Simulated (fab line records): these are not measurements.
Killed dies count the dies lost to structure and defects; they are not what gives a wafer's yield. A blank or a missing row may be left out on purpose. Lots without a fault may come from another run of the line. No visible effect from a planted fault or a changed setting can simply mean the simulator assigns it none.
Matching of chambers -- flow n5-finfet -- 4 sister chambers for N5_BEOL_M6_STRIP_36 on rie-diel-01
The step strips in N2/H2. 20 wafers are shown with their chamber, then 10 later ones without.

## WAFERS PAIRED WITH THEIR CHAMBERS
wafer,chamber,drypump-motor-current-A (A),showerhead-plenum-p-Torr (Torr),throttle-valve-pct (%)
L075.1,2,5.1,2.53,23.85
L075.2,0,6.3,2.50,23.77
L075.3,3,5.8,2.64,23.76
L075.4,1,5.2,2.44,24.37
L075.5,3,5.8,2.64,23.74
L075.6,0,6.3,2.50,23.78
L078.3,2,5.1,2.53,23.88
L078.4,1,5.2,2.44,24.38
L078.5,0,6.3,2.50,23.75
L081.1,0,6.3,2.50,23.82
L081.2,3,5.7,2.63,23.77
L081.3,2,5.1,2.53,23.92
L081.4,1,5.2,2.43,24.40
L081.5,3,5.7,2.63,23.75
L081.6,0,6.3,2.50,23.81
L082.2,0,6.3,2.50,23.79
L082.3,2,5.1,2.52,23.90
L082.6,0,6.3,2.50,23.80
L091.2,3,5.7,2.63,23.81
L091.3,1,5.2,2.43,24.41

SIGNATURES (averages over the wafers above)
reading,chamber 0,chamber 1,chamber 2,chamber 3,scatter within a chamber
drypump-motor-current-A,6.300,5.200,5.100,5.740,0.0274
showerhead-plenum-p-Torr,2.5000,2.4350,2.5275,2.6340,0.00429
throttle-valve-pct,23.7886,24.3900,23.8875,23.7660,0.0251
Rule: for a wafer and a chamber, the distance is found by dividing, reading by reading, the gap between the wafer's reading and the chamber's mean by the reading's scatter, squaring, summing and taking the root. The wafer belongs to the nearest chamber; if the next one is less than 2 further off, it can't be placed. How the scatter is found: for the shown wafers, subtract from each reading the mean of its chamber, square and add these, divide the total by (wafers less chambers), then take the root.

## WAFERS WITH NO CHAMBER GIVEN
wafer,drypump-motor-current-A (A),showerhead-plenum-p-Torr (Torr),throttle-valve-pct (%)
L091.6,5.1,2.52,23.92
L092.3,5.1,2.52,23.95
L092.5,6.3,2.49,23.84
L092.6,5.1,2.52,23.94
L095.1,5.2,2.42,24.44
L095.2,5.1,2.51,23.93
L095.3,6.3,2.49,23.84
L095.4,5.7,2.62,23.77
L095.5,5.7,2.62,23.78
L095.6,6.3,2.49,23.87

## WHICH CHAMBER EACH ONE RAN IN
wafer,from the rows above,in truth
L091.6,2,2
L092.3,2,2
L092.5,0,0
L092.6,2,2
L095.1,1,1
L095.2,2,2
L095.3,0,0
L095.4,3,3
L095.5,3,3
L095.6,0,0
Placed correctly: 10 of 10. Can't be placed from these rows: 0. Placed wrongly: 0.
